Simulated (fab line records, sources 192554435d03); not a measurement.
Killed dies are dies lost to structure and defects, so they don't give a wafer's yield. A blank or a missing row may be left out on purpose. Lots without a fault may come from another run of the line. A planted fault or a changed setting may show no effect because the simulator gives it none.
fab line records | flow n5_finfet
record lots=4 wafers=12 last_day=18
route steps=1938 shown MOL_CONTACT_COAG@587 BEOL_M4@1111 PASSIVATION@1936
lots that met no fault: from a run of the same line without faults
start_h: hours from the record's first day to the start of the lot's first wafer shown | wait_h: hours since the lot's step before | " the same as in the row above | L1.1+2: a row that stands for several wafers | - no value, or no start given | * or withheld: withheld | < > ~ a bound
route shown NAME@n: a module of which the file shows steps, and the number in the route of the first | usual: mean/standard deviation of fault-free wafers | same: alike in all rows | chamber/n: place in a boat | sites: the reading at each site | _std_site: their standard deviation | _edge_site: outer sites' mean less inner sites' | radius_mm: how far each site lies from the wafer's centre | mask NAME#n: copy n | behind: the tool/chamber that last shaped the wafer | hold: why the lot was held/for how many hours/how that ended | device: the transistor (n, p or np) that didn't switch | end of line: the same wafers' tests at the end of the route | a step without rows: its recipe alone | killed: dies lost to structure and defects at the first sort, not the wafer's yield | map: a wafer's dies, x killed, . not, _ none there
set.NAME: the setting as run; set.NAME@STEP: as run at that earlier step | model.NAME: the simulator's own value behind a step, which no gauge read
lots at some steps of the route; a table a step, a row a wafer
services: from which hour (start_h, from the record's first day; less than 0 if before it) a tool's chamber was out of use, for how many hours, and why
## steps
# step N5_MOL_CONTACT_COAG_STRIP_96
# recipe chemistry=N2/H2 power_w=500 temp_c=40 pressure_mtorr=50 rf_frequency_hz=6e+07 overash_fraction=0.3 bias_power_w=28 h2_frac=0.5 n2_flow_sccm=300 h2_flow_sccm=300
# step N5_MOL_CONTACT_COAG_ETCH_47
# recipe chemistry=CH3F/O2 target=SiNx target_depth_a=270 mask_material=SiO2 stop_on=W over_etch_frac=0.2 ion_energy_ev=120 endpoint=OES-CN pressure_mtorr=30 source_w=395 bias_w=73 Ar_flow_sccm=150 CH3F_flow_sccm=30 O2_flow_sccm=20 ends=end_point
# step N5_MOL_CONTACT_COAG_STRIP_119
# recipe chemistry=N2/H2 time_s=30 power_w=1000 temp_c=250 pressure_mtorr=withheld n2_flow_sccm=1750 h2_flow_sccm=3250
# step N5_MOL_CONTACT_COAG_PRECLEAN_144
# recipe chemistry=alkaline_clean temp_c=60 time_s=60 do_ppb=50
# step N5_MOL_CONTACT_COAG_SRD_145
# recipe dry=ipa_marangoni time_s=30 temp_c=23 rinse_liquid=diw
# step N5_MOL_CONTACT_COAG_COAT_62
# recipe resist=SOC temp_c=250 time_s=60 spin_rpm=1500 resist_thk_nm=60
# step N5_MOL_CONTACT_COAG_COAT_63
# recipe resist=SiARC temp_c=220 time_s=60 spin_rpm=1500 resist_thk_nm=10
# step N5_MOL_CONTACT_COAG_COAT_64
# recipe resist=underlayer temp_c=205 time_s=60 spin_rpm=1500 resist_thk_nm=10
# step N5_MOL_CONTACT_COAG_COAT_34
# recipe resist=CAR-EUV spin_rpm=1500 resist_thk_nm=40
# step N5_MOL_CONTACT_COAG_EBR_36
# recipe solvent=PGMEA ebr_width_mm=1.5
# step N5_MOL_CONTACT_COAG_SOFTBAKE_35
# recipe temp_c=110 time_s=60 resist=CAR-EUV
# step N5_MOL_CONTACT_COAG_EXPOSE_37
# recipe mask_id=VD na=0.33 source_shape=annular sigma_inner=0.3 sigma_outer=0.7 polarization=unpolarized defocus_nm=0 dose_mj=62
# usual reticle_temp_C=22.99/0.11
# columns lot.wafer tool chamber start_h wait_h mask reticle_temp_C
L445.1 euv_scanner-01 0 122.94 - VD#0 23.01
L445.4 " 0 " " VD#0 22.85
L445.5 " 0 " " VD#0 23.01
L448.1 euv_scanner-02 0 147.11 - VD#0 22.97
L448.2 " 0 " " VD#0 23.09
L448.5 " 0 " " VD#0 22.86
L463.2 euv_scanner-02 0 231.99 - VD#0 22.97
L463.3 " 0 " " VD#0 22.99
L463.6 " 0 " " VD#0 23.03
L464.2 euv_scanner-02 0 236.05 - VD#0 22.98
L464.4 " 0 " " VD#0 23.00
L464.5 " 0 " " VD#0 23.12
# step N5_MOL_CONTACT_COAG_PEB_38
# recipe peb_temp_c=100 peb_time_s=60 resist=CAR-EUV
# step N5_MOL_CONTACT_COAG_DEVELOP_39
# recipe develop_time_s=30 developer=TMAH resist=CAR-EUV rinse_liquid=surfactant_rinse dry=air_spin dev_temp_c=23
# step N5_MOL_CONTACT_COAG_CD_MEAS_40
# recipe target_cd_nm=25.1 landing_energy_ev=500 detector=se_inlens polarity=opening
# usual cd_nm=25.03/0.21
# columns lot.wafer tool chamber start_h wait_h cd_nm
L445.1 cd_sem-02 0 123.09 - 24.76
L445.4 " 0 " " 25.30
L445.5 " 0 " " 25.14
L448.1 cd_sem-02 0 147.25 - 25.43
L448.2 " 0 " " 25.30
L448.5 " 0 " " 25.19
L463.2 cd_sem-01 0 232.12 - 10.97
L463.3 " 0 " " 25.12
L463.6 " 0 " " 11.18
L464.2 cd_sem-03 0 236.19 - 10.54
L464.4 " 0 " " 25.00
L464.5 " 0 " " 25.12
# step N5_MOL_CONTACT_COAG_DESCUM_45
# recipe chemistry=O2 time_s=7 source_power_w=50 bias_power_w=20 pressure_mtorr=20 rf_frequency_hz=2.712e+07 temp_c=40 resist=CAR-EUV o2_flow_sccm=225
# step N5_MOL_CONTACT_COAG_ETCH_65
# recipe chemistry=N2/H2 target=underlayer target_depth_a=130 mask_material=CAR-EUV time_s=10.4 ion_energy_ev=200 pressure_mtorr=30 source_w=840 bias_w=150 n2_flow_sccm=200 h2_flow_sccm=200 ends=cleared
# step N5_MOL_CONTACT_COAG_ETCH_66
# recipe chemistry=CF4 target=SiARC target_depth_a=130 mask_material=CAR-EUV time_s=21.7 ion_energy_ev=80 pressure_mtorr=40 source_w=545 bias_w=36 Ar_flow_sccm=100 cf4_flow_sccm=100 ends=cleared
# step N5_MOL_CONTACT_COAG_ALD_133
# recipe material=SiO2 target_thk_a=50 temp_c=100 ald_precursor_family=BDEAS ald_co_reactant=O2-plasma pulse_time_s=1 co_reactant_pulse_time_s=1 purge_time_s=2 co_reactant_purge_time_s=2 ald_cycles=35 pressure_torr=2
# step N5_MOL_CONTACT_COAG_ETCHBACK_134
# recipe chemistry=CHF3 target=SiO2 target_depth_a=100 time_s=6.7 ion_energy_ev=200 pressure_mtorr=30 source_w=610 bias_w=170 Ar_flow_sccm=200 CHF3_flow_sccm=50
# step N5_MOL_CONTACT_COAG_ETCH_67
# recipe chemistry=N2/H2 target=SOC target_depth_a=600 overetch_a=210 mask_material=SiARC temp_c=40 time_s=101.2 ion_energy_ev=200 pressure_mtorr=30 source_w=840 bias_w=150 n2_flow_sccm=200 h2_flow_sccm=200
# step N5_MOL_CONTACT_COAG_STRIP_68
# recipe chemistry=N2/H2 temp_c=40 n2_flow_sccm=200 h2_flow_sccm=200 rf_frequency_hz=6e+07
# step N5_MOL_CONTACT_COAG_STRIP_69
# recipe chemistry=N2/H2 temp_c=40 n2_flow_sccm=200 h2_flow_sccm=200 rf_frequency_hz=6e+07
# step N5_MOL_CONTACT_COAG_ETCHBACK_136
# recipe chemistry=CHF3 target=SiO2 target_depth_a=250 time_s=16.7 ion_energy_ev=200 pressure_mtorr=30 source_w=610 bias_w=170 Ar_flow_sccm=200 CHF3_flow_sccm=50
# step N5_MOL_CONTACT_COAG_STRIP_120
# recipe chemistry=CHF3 resist=SiARC rf_frequency_hz=6e+07
# step N5_MOL_CONTACT_COAG_VIA_ETCH_117
# recipe chemistry=C4F6/O2 target_depth_a=400 overetch_a=80 mask_material=SOC target=SiO2 bias_w=455 pressure_mtorr=10 time_s=26 source_w=325 Ar_flow_sccm=300 C4F6_flow_sccm=10 O2_flow_sccm=10 ion_energy_ev=575.3 ends=end_point
# step N5_MOL_CONTACT_COAG_ETCH_124
# recipe chemistry=CH3F/O2 target=SiNx target_depth_a=65 mask_material=SOC stop_on=SiOC over_etch_frac=0.3 ion_energy_ev=120 pressure_mtorr=30 source_w=395 bias_w=73 Ar_flow_sccm=150 CH3F_flow_sccm=30 O2_flow_sccm=20 ends=end_point
# step N5_MOL_CONTACT_COAG_ETCH_48
# recipe chemistry=C4F6/O2 target_depth_a=150 overetch_a=45 mask_material=SOC target=SiOC bias_w=465 pressure_mtorr=10 time_s=17 source_w=335 Ar_flow_sccm=300 C4F6_flow_sccm=10 O2_flow_sccm=10 ion_energy_ev=576
# step N5_MOL_CONTACT_COAG_STRIP_72
# recipe chemistry=N2/H2 power_w=450 temp_c=40 pressure_mtorr=20 rf_frequency_hz=6e+07 overash_fraction=3 bias_power_w=7 h2_frac=0.5 n2_flow_sccm=200 h2_flow_sccm=200
# step N5_MOL_CONTACT_COAG_STRIP_49
# recipe chemistry=N2/H2 time_s=30 power_w=1000 temp_c=250 pressure_mtorr=withheld n2_flow_sccm=1750 h2_flow_sccm=3250
# step N5_MOL_CONTACT_COAG_PRECLEAN_138
# recipe chemistry=alkaline_clean temp_c=60 time_s=60 do_ppb=50
# step N5_MOL_CONTACT_COAG_SRD_139
# recipe dry=ipa_marangoni time_s=30 temp_c=23 rinse_liquid=diw
# step N5_MOL_CONTACT_COAG_CD_MEAS_101
# recipe target_cd_nm=16
# usual cd_nm=16.0/0.35
# columns lot.wafer tool chamber start_h wait_h cd_nm
L445.1 cd_sem-01 - 124.14 0.0 15.9
L445.4 " - " " 15.7
L445.5 " - " " 15.7
L448.1 cd_sem-01 - 148.30 0.0 16.0
L448.2 " - " " 16.2
L448.5 " - " " 15.8
L463.2 cd_sem-02 - 234.58 0.0 1.3
L463.3 " - " " 15.7
L463.6 " - " " 2.1
L464.2 cd_sem-02 - 237.15 0.0 2.0
L464.4 " - " " 15.6
L464.5 " - " " 16.4
# step N5_MOL_CONTACT_COAG_PRE_CLEAN_121
# recipe gas=H2/He time_s=* temp_c=withheld
# step N5_MOL_CONTACT_COAG_CVD_140
# recipe material=W target_thk_a=665 mode=selective_fill temp_c=300 time_s=215
# step N5_MOL_CONTACT_COAG_PRECLEAN_127
# recipe chemistry=DIW time_s=57.5 temp_c=23
# step N5_MOL_CONTACT_COAG_SRD_128
# recipe dry_time_s=32 dry=n2_spin spin_rpm=1500
# step N5_MOL_CONTACT_COAG_CMP_52
# recipe stop_on=SiO2 t_overpolish_s=1.5 post_cmp_clean=w_dilute_nh4oh down_force_psi=4 platen_rpm=50.289 pad_velocity_m_s=1.0006 target_thk_nm=66.5
# step N5_BEOL_M4_RC_MEAS_101
# usual DIBL_N=36.2/1.6 DIBL_P=36.5/1.9 IOFF_N=0.158/0.027 IOFF_P=0.21/0.038 ION_N=675/12 ION_P=464/8.9 SS_N=71.5/0.61 SS_P=73.4/0.59 VT_N=250.4/3 VT_P=-250/3.6
# columns lot.wafer tool chamber start_h wait_h DIBL_N[mV/V] DIBL_P[mV/V] IOFF_N[nA/um] IOFF_P[nA/um] ION_N[uA/um] ION_P[uA/um] SS_N[mV/dec] SS_P[mV/dec] VT_N[mV] VT_P[mV]
L445.1 prober-02 0 185.89 0.0 33.6 32.2 0.115 0.14 648 443 71.4 72.3 255.8 -256
L445.4 " 0 " " 34.8 34.9 0.135 0.18 660 455 71.9 72.5 251.2 -254
L445.5 " 0 " " 33.9 33.5 0.119 0.16 656 445 71.4 72.9 254.5 -256
L448.1 prober-01 0 210.70 0.0 33.0 32.6 0.099 0.16 661 465 70.2 73.0 258.6 -250
L448.2 " 0 " " 35.6 37.2 0.149 0.24 675 471 71.4 73.3 249.2 -245
L448.5 " 0 " " 32.6 32.3 0.101 0.17 652 455 71.0 72.7 256.5 -252
L464.4 prober-01 0 313.47 0.5 38.5 39.4 0.212 0.30 686 477 72.1 74.5 246.6 -245
L464.5 " 0 " " 36.0 36.8 0.159 0.24 672 469 71.3 73.4 250.9 -247
L463.3 prober-02 0 320.88 0.3 34.7 35.8 0.149 0.24 675 474 71.5 73.7 248.6 -242
# step N5_PASSIVATION_PROBE_49
# usual defect_limited_yield=91.3/1.7 killed_at_M0_to_M3=33/11 killed_at_M4_up=14/5.5 killed_at_contacts=13/6.5 killed_at_front_end=39/13 killed_at_other=3.4/2.9 killed_dies=103/20 killed_on_rim=14/4.3 killed_open=69/15 killed_short=32/8.1 sort_bin_5_function=5.1/1.1 sort_bin_6_memory=3.3/0.74 sort_n_pass=1077/20 sort_yield_pct=91.3/1.7
# same gross_dies=1180 killed_at_back_side=0 sort_bin_4_leakage[%]=0 sort_bin_8_speed[%]=0
# columns lot.wafer tool chamber start_h wait_h defect_limited_yield[%] killed_at_M0_to_M3 killed_at_M4_up killed_at_contacts killed_at_front_end killed_at_other killed_dies killed_on_rim killed_open killed_short sort_bin_5_function[%] sort_bin_6_memory[%] sort_n_pass sort_yield_pct[%]
L464.2 prober-02 - 429.58 0.1 0 33 6 1109 32 0 1180 152 46 29 30.8 2.5 0 0
L463.2 prober-02 - 438.34 0.1 0 38 10 1108 22 2 1180 152 59 19 28.9 2.2 0 0
L463.6 prober-02 - 438.54 0.3 0 37 22 1078 35 8 1180 152 72 40 30.0 4.2 0 0
# killed by level:class
L464.2 MOL_CONTACT_COAG:area_expose=1105 STI_FIN_REVEAL:geometric_particle:open=11 BEOL_M0_SAQP:geometric_particle:short=10 BEOL_M2:geometric_particle:open=9 FIN_SAQP:geometric_particle:short=6 BEOL_M0_SAQP:geometric_particle:open=5 BEOL_M1:geometric_particle:open=5 MOL_CONTACT_COAG:geometric_particle:open=4
L463.2 MOL_CONTACT_COAG:area_expose=1101 FIN_SAQP:geometric_particle:open=9 BEOL_M3:geometric_particle:open=9 BEOL_M0_SAQP:geometric_particle:short=8 BEOL_M1:geometric_particle:open=7 MOL_CONTACT_COAG:geometric_particle:open=6 BEOL_M4:geometric_particle:open=6 STI_FIN_REVEAL:geometric_particle:open=4
L463.6 MOL_CONTACT_COAG:area_expose=1063 MOL_CONTACT_COAG:geometric_particle:open=12 FIN_SAQP:geometric_particle:open=7 GATE_CUT:geometric_particle:short=7 BEOL_M0_SAQP:geometric_particle:open=6 BEOL_M4:geometric_particle:open=6 DUMMY_GATE:geometric_particle:open=5 BEOL_M2:geometric_particle:short=5
# map L463.2 (x killed, . not)
_________________xxxxxxxxxxxx________________
______________xxxxxxxxxxxxxxxxxx_____________
___________xxxxxxxxxxxxxxxxxxxxxxxx__________
__________xxxxxxxxxxxxxxxxxxxxxxxxxx_________
________xxxxxxxxxxxxxxxxxxxxxxxxxxxxxx_______
_______xxxxxxxxxxxxxxxxxxxxxxxxxxxxxxxx______
______xxxxxxxxxxxxxxxxxxxxxxxxxxxxxxxxxx_____
_____xxxxxxxxxxxxxxxxxxxxxxxxxxxxxxxxxxxx____
____xxxxxxxxxxxxxxxxxxxxxxxxxxxxxxxxxxxxxx___
___xxxxxxxxxxxxxxxxxxxxxxxxxxxxxxxxxxxxxxxx__
___xxxxxxxxxxxxxxxxxxxxxxxxxxxxxxxxxxxxxxxx__
__xxxxxxxxxxxxxxxxxxxxxxxxxxxxxxxxxxxxxxxxxx_
__xxxxxxxxxxxxxxxxxxxxxxxxxxxxxxxxxxxxxxxxxx_
_xxxxxxxxxxxxxxxxxxxxxxxxxxxxxxxxxxxxxxxxxxxx
_xxxxxxxxxxxxxxxxxxxxxxxxxxxxxxxxxxxxxxxxxxxx
_xxxxxxxxxxxxxxxxxxxxxxxxxxxxxxxxxxxxxxxxxxxx
_xxxxxxxxxxxxxxxxxxxxxxxxxxxxxxxxxxxxxxxxxxxx
_xxxxxxxxxxxxxxxxxxxxxxxxxxxxxxxxxxxxxxxxxxxx
_xxxxxxxxxxxxxxxxxxxxxxxxxxxxxxxxxxxxxxxxxxxx
_xxxxxxxxxxxxxxxxxxxxxxxxxxxxxxxxxxxxxxxxxxxx
_xxxxxxxxxxxxxxxxxxxxxxxxxxxxxxxxxxxxxxxxxxxx
__xxxxxxxxxxxxxxxxxxxxxxxxxxxxxxxxxxxxxxxxxx_
__xxxxxxxxxxxxxxxxxxxxxxxxxxxxxxxxxxxxxxxxxx_
___xxxxxxxxxxxxxxxxxxxxxxxxxxxxxxxxxxxxxxxx__
___xxxxxxxxxxxxxxxxxxxxxxxxxxxxxxxxxxxxxxxx__
____xxxxxxxxxxxxxxxxxxxxxxxxxxxxxxxxxxxxxx___
_____xxxxxxxxxxxxxxxxxxxxxxxxxxxxxxxxxxxx____
______xxxxxxxxxxxxxxxxxxxxxxxxxxxxxxxxxx_____
_______xxxxxxxxxxxxxxxxxxxxxxxxxxxxxxxx______
________xxxxxxxxxxxxxxxxxxxxxxxxxxxxxx_______
__________xxxxxxxxxxxxxxxxxxxxxxxxxx_________
___________xxxxxxxxxxxxxxxxxxxxxxxx__________
______________xxxxxxxxxxxxxxxxxx_____________
_________________xxxxxxxxxxxx________________
# map L464.2 (x killed, . not)
_________________xxxxxxxxxxxx________________
______________xxxxxxxxxxxxxxxxxx_____________
___________xxxxxxxxxxxxxxxxxxxxxxxx__________
__________xxxxxxxxxxxxxxxxxxxxxxxxxx_________
________xxxxxxxxxxxxxxxxxxxxxxxxxxxxxx_______
_______xxxxxxxxxxxxxxxxxxxxxxxxxxxxxxxx______
______xxxxxxxxxxxxxxxxxxxxxxxxxxxxxxxxxx_____
_____xxxxxxxxxxxxxxxxxxxxxxxxxxxxxxxxxxxx____
____xxxxxxxxxxxxxxxxxxxxxxxxxxxxxxxxxxxxxx___
___xxxxxxxxxxxxxxxxxxxxxxxxxxxxxxxxxxxxxxxx__
___xxxxxxxxxxxxxxxxxxxxxxxxxxxxxxxxxxxxxxxx__
__xxxxxxxxxxxxxxxxxxxxxxxxxxxxxxxxxxxxxxxxxx_
__xxxxxxxxxxxxxxxxxxxxxxxxxxxxxxxxxxxxxxxxxx_
_xxxxxxxxxxxxxxxxxxxxxxxxxxxxxxxxxxxxxxxxxxxx
_xxxxxxxxxxxxxxxxxxxxxxxxxxxxxxxxxxxxxxxxxxxx
_xxxxxxxxxxxxxxxxxxxxxxxxxxxxxxxxxxxxxxxxxxxx
_xxxxxxxxxxxxxxxxxxxxxxxxxxxxxxxxxxxxxxxxxxxx
_xxxxxxxxxxxxxxxxxxxxxxxxxxxxxxxxxxxxxxxxxxxx
_xxxxxxxxxxxxxxxxxxxxxxxxxxxxxxxxxxxxxxxxxxxx
_xxxxxxxxxxxxxxxxxxxxxxxxxxxxxxxxxxxxxxxxxxxx
_xxxxxxxxxxxxxxxxxxxxxxxxxxxxxxxxxxxxxxxxxxxx
__xxxxxxxxxxxxxxxxxxxxxxxxxxxxxxxxxxxxxxxxxx_
__xxxxxxxxxxxxxxxxxxxxxxxxxxxxxxxxxxxxxxxxxx_
___xxxxxxxxxxxxxxxxxxxxxxxxxxxxxxxxxxxxxxxx__
___xxxxxxxxxxxxxxxxxxxxxxxxxxxxxxxxxxxxxxxx__
____xxxxxxxxxxxxxxxxxxxxxxxxxxxxxxxxxxxxxx___
_____xxxxxxxxxxxxxxxxxxxxxxxxxxxxxxxxxxxx____
______xxxxxxxxxxxxxxxxxxxxxxxxxxxxxxxxxx_____
_______xxxxxxxxxxxxxxxxxxxxxxxxxxxxxxxx______
________xxxxxxxxxxxxxxxxxxxxxxxxxxxxxx_______
__________xxxxxxxxxxxxxxxxxxxxxxxxxx_________
___________xxxxxxxxxxxxxxxxxxxxxxxx__________
______________xxxxxxxxxxxxxxxxxx_____________
_________________xxxxxxxxxxxx________________
## services
# columns tool chamber start_h hours kind
euv_scanner-01 - 114.40 0.7 repair
euv_scanner-01 - 135.55 1.0 pm
euv_scanner-02 - 145.82 1.0 pm
euv_scanner-02 - 156.89 4.6 pm
euv_scanner-01 - 161.52 5.8 pm
euv_scanner-01 - 171.49 0.6 repair
euv_scanner-01 0 185.07 - calibration
euv_scanner-01 - 191.70 1.0 pm
euv_scanner-02 0 191.91 - calibration
euv_scanner-01 - 197.22 0.1 repair
euv_scanner-01 - 197.84 0.7 repair
euv_scanner-02 - 201.99 1.0 pm
euv_scanner-01 - 224.93 107.6 repair
## key
first_sign step=N5_MOL_CONTACT_COAG_CD_MEAS_40 reading=cd_nm direction=down sigmas=68 usual=25.03 struck=10.90
effect step=N5_MOL_CONTACT_COAG_CD_MEAS_101 reading=cd_nm direction=down sigmas=40 usual=16.0 struck=1.8
effect step=N5_PASSIVATION_PROBE_49 reading=killed_at_contacts direction=up sigmas=99+ usual=13 struck=1098
more_kills_born_at N5_MOL_CONTACT_COAG_EXPOSE_37@euv_scanner-02=3268
met_at N5_MOL_CONTACT_COAG_EXPOSE_37
struck_wafers L463.2,L463.6,L464.2
later_rows_left_out L463.2,L463.6,L464.2
onset_between 147.11 231.99
fault kind=process_parameter_drift tool=euv_scanner-02 chamber=- onset_h=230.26 steps=N5_MOL_CONTACT_COAG_EXPOSE_37 channel=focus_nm offset=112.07 shape=step end_h=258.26 scope=struck_wafers_only
# later_rows_left_out: the simulator's readings of these wafers behind a module that went badly wrong aren't trusted and aren't shown, but for the sort
